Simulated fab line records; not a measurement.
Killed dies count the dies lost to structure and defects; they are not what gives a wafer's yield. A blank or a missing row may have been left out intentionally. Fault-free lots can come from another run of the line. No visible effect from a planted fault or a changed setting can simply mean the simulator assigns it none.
8D (eight disciplines) problem report, filled in by code    flow n5Finfet    the parts of the form that need people (team, actions taken, sign-off) are left out

== 1. THE ISSUE ==
Wafers without a fault read 66 s, standard deviation 3.4; timeToEndpointS at N5_BEOL_M10_CMP_52 reads a mean of 127 s on 3 wafers belonging to 3 lots. That puts it +18 standard deviations away from the usual mean.
The step: polishes, stops on SiCOH lowk, t overpolish 7 s, target thk 140 nm.
Seen first at day 12 16:28 on cmp-01, wafer L422.5. The record holds 31 wafers of 11 lots with a number at this step. By rule, "out" or "out of limits" means more than 4 standard deviations away from the usual mean. All remaining wafers that have a number are taken as sound.

== 2. WHAT IT IS, WHAT IT ISN'T ==
question                     is                      is not
which readings at this step  timeToEndpointS         motorCurrentA
which lots                   L422, L423, L424        L413, L414, L415, L427, L430, L432, L435, L436
which wafers of those lots   L422.5, L423.1, L424.5  L422.4, L423.4, L424.2, L424.3
read on which tools          cmp-01, cmp-02          cmp-04
when                         from day 12 16:28       up to then (10 sound wafers); but 18 sound wafers of L423, L424, L427, L430, L432, L435, L436 came after

== 3. WHAT RULES OUT EACH SUSPECT ==
Counting: if a tool at a process step up to the reading ran every lot that is out, it stays a suspect. Sound lots after the first of them don't rule it out here, since some wafers of a struck lot are sound.
- ecdCu-01 at N5_BEOL_M10_ECD_50 (material Cu, target thk 318 nm): kept. Every lot that is out went through it, the first being L422 (day 12 15:40); the last sound lot it ran before that was L415 (day 11 01:19).
Remaining after the count: ecdCu-01 at N5_BEOL_M10_ECD_50.

== 4. THE CAUSE (what the simulator had put in) ==
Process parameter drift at N5_BEOL_M10_ECD_50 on ecdCu-01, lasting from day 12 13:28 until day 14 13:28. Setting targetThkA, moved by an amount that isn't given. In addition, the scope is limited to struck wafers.
After counting, this tool was the only one left.

== 5. THE CHAIN OF EFFECTS, in route order ==
Rows list readings where the struck wafers' mean (over those with a number) sits beyond 3 standard deviations from the usual. Scope: only readings with a usual standard deviation given in the record; hours: median across lots of the time from each lot's start at the first step in this table that gives one to its start at this step; sigmas: change in usual standard deviations.
hours  step                reading          usual  on struck wafers  change  sigmas
0      N5_BEOL_M10_CMP_52  timeToEndpointS  66 s   127               +61     +18
Its process steps:
- N5_BEOL_M10_CMP_52: polishes, stops on SiCOH lowk, t overpolish 7 s, target thk 140 nm.
Later steps that measure or inspect, where all struck wafers having a row at the step show a number for every such reading and not one has moved that far: N5_BEOL_M11_THK_MEAS_01.

== 6. WHAT WOULD HAVE CAUGHT IT SOONER ==
In this record the first reading out of limits was taken at day 12 16:28, 3 hours after the fault began at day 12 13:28.
Among the 3 lots that are out, L423, L424 began N5_BEOL_M10_ECD_50 on ecdCu-01 after day 12 16:28. A hold on the tool at that time would have spared those 2.
